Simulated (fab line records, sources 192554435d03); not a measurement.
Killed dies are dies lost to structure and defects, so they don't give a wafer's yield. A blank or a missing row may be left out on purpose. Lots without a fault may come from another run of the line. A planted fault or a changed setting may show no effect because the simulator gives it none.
Which tool did it? | flow n5_finfet | 9 lots, 27 wafers sampled, at 5 steps of a route of 1938

WHAT THE GAUGES READ, wafer by wafer
N5_BEOL_M4_RC_MEAS_101.
lot  | measured     | on        | DIBL_N (mV/V)
L742 | day 9 15:42  | prober-02 | 33.4 30.8 33.7
L745 | day 10 16:19 | prober-02 | 34.8 34.9 33.5
L747 | day 10 19:05 | prober-01 | 35.2 32.3 35.6
L755 | day 13 14:25 | prober-02 | 35.7 36.6 34.8
L759 | day 13 16:46 | prober-01 | 40.9 38.3 38.9
L760 | day 14 10:02 | prober-02 | 35.0 33.6 33.6
L761 | day 14 04:13 | prober-01 | 36.3 36.5 39.1
L762 | day 14 21:56 | prober-02 | 36.0 39.7 38.7
L764 | day 15 05:06 | prober-01 | 36.0 37.5 36.2

WHICH TOOL RAN EACH LOT (tool, then ch and the chambers of the sampled wafers, then the start)
lot  | N5_BEOL_M3_DESCUM_16               | N5_BEOL_M3_DESCUM_33               | N5_BEOL_M3_ALD_98                 | N5_BEOL_M3_ETCH_70
L742 | rie_diel-01 ch 0,3, day 8 08:17    | rie_diel-05 ch 0,2,3, day 8 10:03  | ald_sin-01 ch 1,2,3, day 8 10:36  | rie_diel-01 ch 1,3, day 8 13:14
L745 | rie_diel-02 ch 0,1,3, day 8 14:02  | rie_diel-01 ch 0,3, day 8 15:02    | ald_sin-01 ch 2,3, day 8 15:10    | rie_diel-05 ch 0,1, day 9 11:14
L747 | rie_diel-01 ch 0,1, day 8 18:35    | rie_diel-05 ch 0,1,2, day 8 19:28  | ald_sin-01 ch 0,2,3, day 8 19:36  | rie_diel-01 ch 0,3, day 9 11:23
L755 | rie_diel-01 ch 1,2,3, day 11 17:29 | rie_diel-02 ch 0,1,2, day 11 18:21 | ald_sin-03 ch 0,3, day 11 18:29   | rie_diel-02 ch 0,3, day 11 23:10
L759 | rie_diel-01 ch 0,2, day 12 04:39   | rie_diel-02 ch 0,1,2, day 12 05:34 | ald_sin-01 ch 0,2,3, day 12 06:11 | rie_diel-05 ch 0,3, day 12 19:39
L760 | rie_diel-02 ch 1,2, day 12 07:17   | rie_diel-01 ch 0,3, day 12 08:20   | ald_sin-01 ch 0,1, day 12 08:35   | rie_diel-02 ch 1,2,3, day 12 22:47
L761 | rie_diel-02 ch 0,3, day 12 14:59   | rie_diel-01 ch 0,3, day 12 16:00   | ald_sin-01 ch 0,2,3, day 12 17:18 | rie_diel-01 ch 0,3, day 12 23:07
L762 | rie_diel-05 ch 0,2,3, day 12 17:40 | rie_diel-02 ch 0,1,2, day 12 18:34 | ald_sin-01 ch 1,2, day 12 18:41   | rie_diel-05 ch 1,2,3, day 13 04:43
L764 | rie_diel-05 ch 0,2,3, day 13 14:47 | rie_diel-01 ch 1,2,3, day 13 15:47 | ald_sin-04 ch 0,1,2, day 13 15:55 | rie_diel-02 ch 0,1,2, day 13 16:28
- N5_BEOL_M3_DESCUM_16: chemistry O2, time 7 s.
- N5_BEOL_M3_DESCUM_33: chemistry O2, time 7 s.
- N5_BEOL_M3_ALD_98: deposits SiO2, target thk 2.5 nm, pulse time 1 s, co reactant pulse time 1 s.
- N5_BEOL_M3_ETCH_70: etches SOC in N2/H2, target depth 80 nm, overetch 16 nm, time 120 s.

THE ANSWER, worked out from the rows above alone
Rule: what is usual is taken from the lots themselves. Put in order of their means at a reading, lots are off if they are a third of the lots or fewer, leave a main group of 4 or more, and stand apart from it by a gap of 3 or more times the standard deviation of the main group's means; of several such gaps the widest counts. A main group whose means are all the same, to the digits that the tables above print for the reading, isn't used. A lot without any number at a reading at which 4 lots or more have one is off too. The other lots that the step has rows for count as sound.
No lot is off at any reading shown: from this, nothing can be told.

WHAT THE SIMULATOR HAD PUT IN
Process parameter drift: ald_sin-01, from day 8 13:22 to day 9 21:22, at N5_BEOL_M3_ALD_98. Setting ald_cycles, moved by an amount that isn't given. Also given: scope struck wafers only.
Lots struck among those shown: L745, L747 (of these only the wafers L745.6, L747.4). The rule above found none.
